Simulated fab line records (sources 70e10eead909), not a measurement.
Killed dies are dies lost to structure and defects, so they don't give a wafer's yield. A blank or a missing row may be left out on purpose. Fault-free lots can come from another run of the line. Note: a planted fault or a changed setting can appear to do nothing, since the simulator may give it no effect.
fab line records	flow nand_harc	part 1 of 2: steps 1 to 4 of 6
record: lots: 22	wafers: 66	last_day: 25
route steps=1159 shown A_SLIT@791 A_CONTACT@868
lots that met no fault: taken from a fault-free run of the same line
start_h: start of the lot's first displayed wafer, in hours after the record's first day	wait_h: hours from the lot's prior step to this one	" as in the row above	L1.1+2: one row covering several wafers at once	- value missing, or start not given	* or withheld: withheld	< > ~ a bound
route shown NAME@n: a module of which the file shows steps, and the number in the route of the first	usual: mean/standard deviation of fault-free wafers	same: alike in all rows	chamber/n: place in a boat	sites: per-site readings	_std_site: the values' standard deviation	_edge_site: inner sites' mean taken away from outer sites' mean	radius_mm: for every site, how far away it sits from the centre of the wafer	mask NAME#n: copy n	behind: the last tool/chamber to shape the wafer	hold: cause of the lot's hold/its duration in hours/its outcome	device: the n, p or np transistor that did not switch	end of line: tests run on the same wafers once the route is complete	a step without rows: its recipe alone	killed: the dies lost at the first sort to structure and to defects; this is not the yield of the wafer	map: a wafer's dies, marking killed ones x, the rest . and places with no die _
set.NAME: setting as actually run; set.NAME@STEP: the setting as run at that earlier step	model.NAME: the simulator's own value behind a step, which no gauge read
the route's steps for a sample of lots (tables are steps, rows are wafers)
services: from which hour (start_h, from the record's first day; less than 0 if before it) a tool's chamber was out of use, for how many hours, and why
== steps ==
step: NHARC_A_SLIT_OVL_MEAS_10
usual: overlay_x_nm: 0.0/0.65	overlay_y_nm: 0.1/0.91
lot.wafer	tool	chamber	start_h	wait_h	overlay_x_nm	overlay_y_nm
L074.1	overlay-02	-	315.82	-	0.4	0.8
L074.3	"	-	"	"	0.2	0.4
L074.6	"	-	"	"	0.7	0.5
L075.2	overlay-02	-	315.86	-	0.2	0.0
L075.3	"	-	"	"	0.4	0.1
L075.6	"	-	"	"	-0.1	0.3
L077.1	overlay-02	-	326.94	-	0.0	-1.5
L077.5	"	-	"	"	-0.4	-1.1
L077.6	"	-	"	"	-0.3	-1.5
L076.1	overlay-01	-	327.64	-	0.0	-0.2
L076.4	"	-	"	"	-0.4	0.3
L076.5	"	-	"	"	-0.3	-0.7
L079.1	overlay-01	-	343.04	-	0.9	2.8
L079.4	"	-	"	"	1.3	2.7
L079.6	"	-	"	"	0.7	1.9
L078.1	overlay-01	-	343.46	-	0.8	-1.3
L078.4	"	-	"	"	0.3	-1.3
L078.6	"	-	"	"	0.6	-0.6
L081.1	overlay-02	-	367.46	-	-1.0	-1.0
L081.3	"	-	"	"	-0.2	-1.3
L081.4	"	-	"	"	-1.0	-0.9
L080.2	overlay-01	-	368.44	-	0.5	-0.1
L080.4	"	-	"	"	0.3	0.5
L080.6	"	-	"	"	0.7	-0.5
L082.1	overlay-01	-	381.92	-	-1.0	-0.1
L082.2	"	-	"	"	-1.2	0.1
L082.4	"	-	"	"	-1.4	0.2
L084.3	overlay-02	-	382.08	-	0.7	1.9
L084.5	"	-	"	"	1.2	1.8
L084.6	"	-	"	"	0.4	1.7
L085.3	overlay-01	-	382.32	-	-1.5	0.9
L085.4	"	-	"	"	-0.6	0.0
L085.5	"	-	"	"	-0.6	0.1
L083.1	overlay-02	-	383.99	-	0.3	0.4
L083.3	"	-	"	"	-0.3	-0.1
L083.6	"	-	"	"	0.1	-0.2
L087.1	overlay-02	-	395.96	-	0.6	-0.4
L087.2	"	-	"	"	-0.2	0.1
L087.6	"	-	"	"	0.3	-0.3
L089.1	overlay-01	-	406.40	-	0.0	0.0
L089.2	"	-	"	"	-0.4	0.1
L089.5	"	-	"	"	0.2	-0.3
L086.1	overlay-02	-	406.62	-	-1.8	0.5
L086.4	"	-	"	"	-1.4	0.1
L086.6	"	-	"	"	-0.7	1.0
L088.1	overlay-02	-	407.20	-	0.0	1.0
L088.3	"	-	"	"	-0.6	1.1
L088.5	"	-	"	"	-0.8	0.9
L091.1	overlay-01	-	416.83	-	0.5	-0.8
L091.3	"	-	"	"	0.2	-0.6
L091.4	"	-	"	"	0.8	-0.8
L092.1	overlay-01	-	418.07	-	-0.1	0.1
L092.5	"	-	"	"	-0.6	0.1
L092.6	"	-	"	"	-0.5	0.1
L093.1	overlay-01	-	435.43	-	-0.5	1.2
L093.2	"	-	"	"	-0.2	1.2
L093.3	"	-	"	"	-0.9	0.9
L094.3	overlay-02	-	436.05	-	-0.2	-0.5
L094.4	"	-	"	"	-0.3	-0.7
L094.6	"	-	"	"	-0.2	-0.4
L096.2	overlay-02	-	444.50	-	0.1	-1.1
L096.4	"	-	"	"	-0.3	-0.8
L096.5	"	-	"	"	-0.3	-1.0
L097.1	overlay-02	-	467.09	-	0.1	1.0
L097.3	"	-	"	"	0.2	0.9
L097.6	"	-	"	"	0.0	0.8
step: NHARC_A_SLIT_STRIP_18
recipe: o2_flow_sccm: 500	ar_flow_sccm: 0	bias_w: 0	chemistry: O2
usual: drypump_motor_current_A: 5.8/0.35	oes_product_au: 1.000/0.01	rf_vpp_V: 57.9/0.92	showerhead_plenum_p_Torr: 3.56/0.15	throttle_valve_pct: 17.036/0.0097
lot.wafer	tool	chamber	start_h	wait_h	drypump_motor_current_A	oes_product_au	rf_hours_counter_h	rf_vpp_V	showerhead_plenum_p_Torr	throttle_valve_pct
L074.3	rie_diel-02	3	-	-	5.6	0.984	13	59.1	3.46	17.020
L074.1	"	1	"	"	5.9	1.001	13	57.8	3.29	17.035
L074.6	"	3	"	"	5.6	0.985	-	57.9	3.46	17.028
L075.2	rie_diel-02	2	-	-	5.4	0.999	14	57.7	3.73	17.049
L075.3	"	1	"	"	5.9	1.000	13	57.2	3.29	17.035
L075.6	"	3	"	"	5.6	0.983	-	57.7	3.46	17.029
L077.1	rie_diel-07	2	-	-	6.4	0.991	7	57.8	3.61	17.024
L077.6	"	0	"	"	5.1	0.999	-	57.3	3.52	17.031
L077.5	"	1	"	"	5.5	1.002	-	59.4	3.50	17.055
L076.4	rie_diel-09	2	-	-	5.3	0.980	3	58.2	3.34	17.017
L076.1	"	3	"	"	6.0	1.021	4	58.7	3.58	17.026
L076.5	"	3	"	"	6.0	1.014	-	58.3	3.58	17.036
L079.1	rie_diel-07	3	-	-	6.1	0.989	7	58.2	3.38	17.030
L079.4	"	0	"	"	5.2	1.000	9	59.2	3.52	17.033
L079.6	"	2	"	"	6.4	0.991	-	57.8	3.61	17.033
L078.1	rie_diel-02	1	-	-	5.9	1.004	0	56.5	3.29	17.034
L078.4	"	2	"	"	5.5	1.008	0	59.2	3.73	17.030
L078.6	"	0	"	"	5.7	1.004	-	57.4	3.68	17.040
L081.4	rie_diel-07	1	-	-	5.6	1.002	10	56.2	3.50	17.036
L081.1	"	3	"	"	6.1	0.988	8	58.7	3.38	17.022
L081.3	"	0	"	"	5.1	0.999	10	58.9	3.52	17.023
L080.2	rie_diel-02	0	-	-	5.7	1.002	1	57.1	3.68	17.039
L080.4	"	2	"	"	5.5	0.997	2	57.7	3.73	17.034
L080.6	"	0	"	"	5.7	1.004	-	59.6	3.68	17.032
L082.1	rie_diel-07	0	-	-	5.2	0.992	12	58.0	3.52	17.035
L082.2	"	3	"	"	6.1	0.992	10	58.2	3.38	17.033
L082.4	"	0	"	"	5.2	0.992	-	55.9	3.52	17.031
L084.3	rie_diel-09	1	-	-	6.1	0.994	7	58.3	3.74	17.050
L084.5	"	0	"	"	6.2	1.000	-	57.5	3.71	17.055
L084.6	"	1	"	"	6.1	0.992	-	57.4	3.74	17.037
L085.4	rie_diel-02	3	-	-	5.6	0.990	4	57.6	3.46	17.037
L085.3	"	0	"	"	5.7	1.024	3	57.9	3.68	17.041
L085.5	"	2	"	"	5.5	1.004	-	56.9	3.72	17.043
L083.1	rie_diel-09	0	-	-	6.2	1.005	7	59.6	3.71	17.021
L083.3	"	3	"	"	6.0	1.019	8	55.7	3.58	17.055
L083.6	"	1	"	"	6.1	1.002	-	59.4	3.74	17.054
L087.1	rie_diel-09	1	-	-	6.1	0.999	8	56.3	3.74	17.026
L087.2	"	2	"	"	5.3	0.983	8	57.3	3.34	17.028
L087.6	"	1	"	"	6.1	0.993	-	59.2	3.74	17.016
L089.1	rie_diel-09	3	-	-	6.0	1.020	10	57.3	3.58	17.031
L089.2	"	0	"	"	6.2	1.000	9	59.6	3.70	17.038
L089.5	"	3	"	"	6.0	1.016	-	59.0	3.58	17.035
L086.4	rie_diel-02	1	-	-	5.9	1.006	6	57.3	3.29	17.040
L086.1	"	0	"	"	5.6	1.006	5	57.6	3.68	17.028
L086.6	"	1	"	"	5.9	1.005	-	56.9	3.29	17.031
L088.1	rie_diel-09	1	-	-	6.1	1.000	9	58.9	3.74	17.040
L088.3	"	2	"	"	5.3	0.996	9	58.2	3.34	17.036
L088.5	"	2	"	"	5.3	0.987	-	56.5	3.34	17.037
L091.1	rie_diel-09	3	-	-	6.0	1.010	10	59.1	3.58	17.037
L091.3	"	0	"	"	6.2	1.007	9	57.0	3.70	17.034
L091.4	"	1	"	"	6.1	0.996	10	58.2	3.74	17.039
L092.1	rie_diel-07	0	-	-	5.2	0.999	1	57.2	3.52	17.033
L092.5	"	0	"	"	5.2	1.019	-	58.3	3.51	17.049
L092.6	"	1	"	"	5.5	0.996	-	58.3	3.50	17.048
L093.2	rie_diel-02	2	-	-	5.5	1.000	8	58.8	3.72	17.042
L093.1	"	0	"	"	5.6	1.007	7	59.0	3.68	17.019
L093.3	"	1	"	"	5.9	1.008	8	56.7	3.29	17.038
L094.3	rie_diel-02	0	-	-	5.7	1.013	8	59.2	3.68	17.023
L094.6	"	0	"	"	5.7	1.013	-	57.2	3.68	17.034
L094.4	"	2	"	"	5.5	0.998	-	57.6	3.72	17.035
L096.2	rie_diel-02	0	-	-	5.7	1.005	9	58.0	3.68	17.030
L096.4	"	3	"	"	5.6	0.983	-	58.4	3.46	17.036
L096.5	"	2	"	"	5.5	0.991	-	58.0	3.72	17.042
L097.1	rie_diel-07	1	-	-	5.5	1.000	4	57.9	3.49	17.045
L097.3	"	2	"	"	6.4	1.001	4	57.1	3.61	17.047
L097.6	"	1	"	"	5.5	1.007	-	58.8	3.49	17.045
step: NHARC_A_CONTACT_ETCH_117
recipe: source_w: withheld	pressure_mtorr: 20	bias_v: 3000	time_s: 94	target_depth_a: 9220	ar_flow_sccm: withheld	c4f8_flow_sccm: withheld	o2_flow_sccm: withheld	chemistry: C4F8/O2/Ar
lot.wafer	tool	chamber	start_h	wait_h	rf_hours_counter_h
L075.2	har_cap_etch-03	0	367.52	0.1	88
L075.3	"	1	"	"	-
L075.6	"	0	"	"	-
L074.1	har_cap_etch-02	0	368.64	0.1	8
L074.3	"	0	"	"	-
L074.6	"	0	"	"	-
L077.1	har_cap_etch-02	1	373.60	0.1	10
L077.6	"	0	"	"	-
L077.5	"	1	"	"	-
L076.1	har_cap_etch-01	1	374.09	0.1	47
L076.4	"	0	"	"	-
L076.5	"	0	"	"	-
L079.1	har_cap_etch-01	1	390.34	0.1	51
L079.4	"	1	"	"	-
L079.6	"	1	"	"	-
L078.1	har_cap_etch-03	0	390.80	0.1	94
L078.4	"	1	"	"	-
L078.6	"	1	"	"	-
L081.1	har_cap_etch-01	1	414.87	0.1	54
L081.4	"	0	"	"	-
L081.3	"	1	"	"	-
L080.2	har_cap_etch-03	0	416.33	0.1	96
L080.4	"	1	"	"	-
L080.6	"	1	"	"	-
L085.3	har_cap_etch-03	1	429.53	0.1	-
L085.4	"	0	"	"	-
L085.5	"	0	"	"	-
L084.3	har_cap_etch-03	0	435.67	0.1	-
L084.5	"	0	"	"	-
L084.6	"	1	"	"	-
L082.2	har_cap_etch-02	0	436.32	0.1	18
L082.1	"	1	"	"	18
L082.4	"	1	"	"	-
L083.1	har_cap_etch-03	1	441.58	0.1	99
L083.3	"	0	"	"	-
L083.6	"	0	"	"	-
L087.1	har_cap_etch-02	1	448.83	0.1	21
L087.2	"	0	"	"	21
L087.6	"	0	"	"	-
L086.1	har_cap_etch-02	1	454.17	0.1	23
L086.4	"	1	"	"	-
L086.6	"	1	"	"	-
L089.1	har_cap_etch-03	1	455.11	0.1	102
L089.2	"	0	"	"	102
L089.5	"	0	"	"	-
L088.1	har_cap_etch-02	0	457.22	0.1	24
L088.3	"	1	"	"	-
L088.5	"	1	"	"	-
L092.1	har_cap_etch-02	1	467.21	0.1	27
L092.5	"	1	"	"	-
L092.6	"	0	"	"	-
L091.1	har_cap_etch-03	1	468.81	0.1	106
L091.3	"	0	"	"	-
L091.4	"	1	"	"	-
L094.3	har_cap_etch-03	0	479.75	0.1	-
L094.4	"	1	"	"	-
L094.6	"	0	"	"	-
L093.1	har_cap_etch-03	0	485.13	0.1	109
L093.2	"	1	"	"	109
L093.3	"	1	"	"	-
L096.2	har_cap_etch-02	1	499.05	0.1	32
L096.4	"	1	"	"	-
L096.5	"	0	"	"	-
L097.1	har_cap_etch-01	1	511.84	0.1	73
L097.3	"	1	"	"	-
L097.6	"	1	"	"	-
step: NHARC_A_CONTACT_ETCH_76
recipe: target_depth_a: 2600	over_etch_frac: 0.3	time_s: 475.3	ion_energy_ev: 200	n2_flow_sccm: 150	h2_flow_sccm: 150	ar_flow_sccm: 0	rf_w: 400	bias_w: 150	chemistry: N2/H2
usual: drypump_motor_current_A: 5.7/0.41	n2_flow_sccm: 150.0/0.47	oes_product_au: 1.001/0.0082	rf_vpp_V: 431/3	showerhead_plenum_p_Torr: 2.05/0.11	throttle_valve_pct: 14.169/0.0095
lot.wafer	tool	chamber	start_h	wait_h	drypump_motor_current_A	n2_flow_sccm	oes_product_au	rf_hours_counter_h	rf_vpp_V	showerhead_plenum_p_Torr	throttle_valve_pct
L075.2	rie_diel-04	2	-	-	5.8	150.0	0.991	16	430	2.01	14.170
L075.3	"	1	"	"	5.5	150.1	0.989	16	432	2.18	14.148
L075.6	"	2	"	"	5.8	150.4	0.991	-	430	2.01	14.163
L074.1	rie_diel-13	3	-	-	5.4	150.3	1.000	38	425	1.88	14.171
L074.3	"	1	"	"	5.3	150.6	1.011	37	427	1.92	14.155
L074.6	"	3	"	"	5.4	150.2	0.990	-	426	1.88	14.169
L077.1	rie_diel-13	1	-	-	5.3	149.8	1.009	38	427	1.92	14.154
L077.6	"	3	"	"	5.4	149.9	1.003	-	425	1.88	14.174
L077.5	"	0	"	"	5.6	150.9	1.017	-	432	2.06	14.189
L076.1	rie_diel-04	1	-	-	5.5	149.8	0.999	17	433	2.18	14.175
L076.4	"	2	"	"	5.8	149.3	0.992	18	430	2.01	14.170
L076.5	"	1	"	"	5.5	150.1	0.992	-	435	2.18	14.168
L079.1	rie_diel-04	1	-	-	5.5	150.4	0.991	19	434	2.17	14.180
L079.4	"	2	"	"	5.8	150.0	1.001	20	429	2.01	14.166
L079.6	"	0	"	"	5.8	149.7	1.000	-	432	2.08	14.150
L078.1	rie_diel-06	0	-	-	5.9	150.0	0.987	57	432	2.07	14.156
L078.4	"	2	"	"	6.4	150.5	0.996	57	431	2.07	14.170
L078.6	"	1	"	"	6.5	150.1	0.993	-	433	2.13	14.161
L081.1	rie_diel-04	0	-	-	5.9	149.7	1.009	22	431	2.08	14.158
L081.3	"	2	"	"	5.8	150.5	1.011	23	429	2.01	14.158
L081.4	"	3	"	"	5.1	149.2	0.990	22	428	1.93	14.154
L080.2	rie_diel-04	2	-	-	5.8	149.0	1.006	23	430	2.01	14.163
L080.4	"	0	"	"	5.8	149.4	1.003	22	432	2.08	14.180
L080.6	"	2	"	"	5.8	149.8	1.000	-	430	2.01	14.179
L085.4	rie_diel-06	3	-	-	6.3	149.5	1.001	4	436	2.22	14.167
L085.3	"	0	"	"	5.9	150.0	1.008	5	432	2.07	14.164
L085.5	"	2	"	"	6.4	150.2	0.997	-	431	2.06	14.185
L084.3	rie_diel-13	1	-	-	5.4	149.8	0.998	62	426	1.91	14.163
L084.5	"	0	"	"	5.6	149.9	1.004	-	430	2.05	14.181
L084.6	"	1	"	"	5.3	150.3	1.011	-	427	1.91	14.167
L082.4	rie_diel-04	3	-	-	5.1	149.5	0.997	27	427	1.93	14.174
L082.1	"	1	"	"	5.5	149.2	0.999	27	433	2.17	14.177
L082.2	"	2	"	"	5.8	150.0	0.995	27	429	2.01	14.175
L083.3	rie_diel-13	3	-	-	5.4	150.0	1.011	65	426	1.87	14.155
L083.1	"	1	"	"	5.3	150.0	1.010	65	428	1.91	14.172
L083.6	"	1	"	"	5.3	150.6	0.995	-	429	1.91	14.168
L087.2	rie_diel-04	0	-	-	5.8	150.0	1.012	28	433	2.08	14.167
L087.1	"	3	"	"	5.1	150.4	0.988	29	428	1.93	14.168
L087.6	"	1	"	"	5.5	150.2	1.003	-	434	2.17	14.166
L086.4	rie_diel-04	2	-	-	5.8	150.2	0.999	31	428	2.00	14.170
L086.1	"	0	"	"	5.8	150.0	1.010	30	431	2.07	14.177
L086.6	"	2	"	"	5.8	151.4	0.995	-	429	2.00	14.172
L089.1	rie_diel-06	3	-	-	6.3	149.9	1.002	15	435	2.21	14.172
L089.2	"	1	"	"	6.5	149.5	0.993	16	432	2.12	14.169
L089.5	"	2	"	"	6.4	150.2	0.993	-	430	2.06	14.180
L088.1	rie_diel-04	3	-	-	5.1	149.2	0.991	31	428	1.93	14.174
L088.3	"	0	"	"	5.9	149.7	1.007	31	432	2.08	14.168
L088.5	"	3	"	"	5.1	150.2	1.001	-	428	1.93	14.171
L092.1	rie_diel-13	1	-	-	5.3	149.7	0.990	4	427	1.91	14.182
L092.5	"	0	"	"	5.6	149.8	1.005	-	430	2.05	14.156
L092.6	"	1	"	"	5.3	149.9	1.001	-	427	1.91	14.158
L091.3	rie_diel-13	0	-	-	5.6	149.6	0.998	5	430	2.05	14.186
L091.1	"	1	"	"	5.3	150.1	0.998	5	426	1.91	14.158
L091.4	"	3	"	"	5.4	150.7	0.996	5	434	2.22	14.179
L094.4	rie_diel-04	2	-	-	5.8	149.6	0.995	2	431	2.00	14.172
L094.3	"	0	"	"	5.9	149.6	0.999	2	431	2.07	14.156
L094.6	"	2	"	"	5.8	149.2	0.988	-	430	2.00	14.179
L093.1	rie_diel-13	0	-	-	5.7	150.5	1.007	11	430	2.04	14.188
L093.3	"	1	"	"	5.3	149.9	0.995	10	427	1.91	14.164
L093.2	"	2	"	"	6.5	150.7	1.015	10	435	2.19	14.158
L096.4	rie_diel-04	1	-	-	5.4	150.9	1.003	4	435	2.17	14.168
L096.2	"	2	"	"	5.8	150.4	1.003	5	429	2.00	14.167
L096.5	"	3	"	"	5.1	149.7	0.988	-	426	1.93	14.180
L097.3	rie_diel-04	0	-	-	5.8	150.3	1.006	7	432	2.07	14.178
L097.1	"	2	"	"	5.8	149.5	1.012	8	429	2.00	14.173
L097.6	"	1	"	"	5.5	149.7	1.011	-	433	2.17	14.163
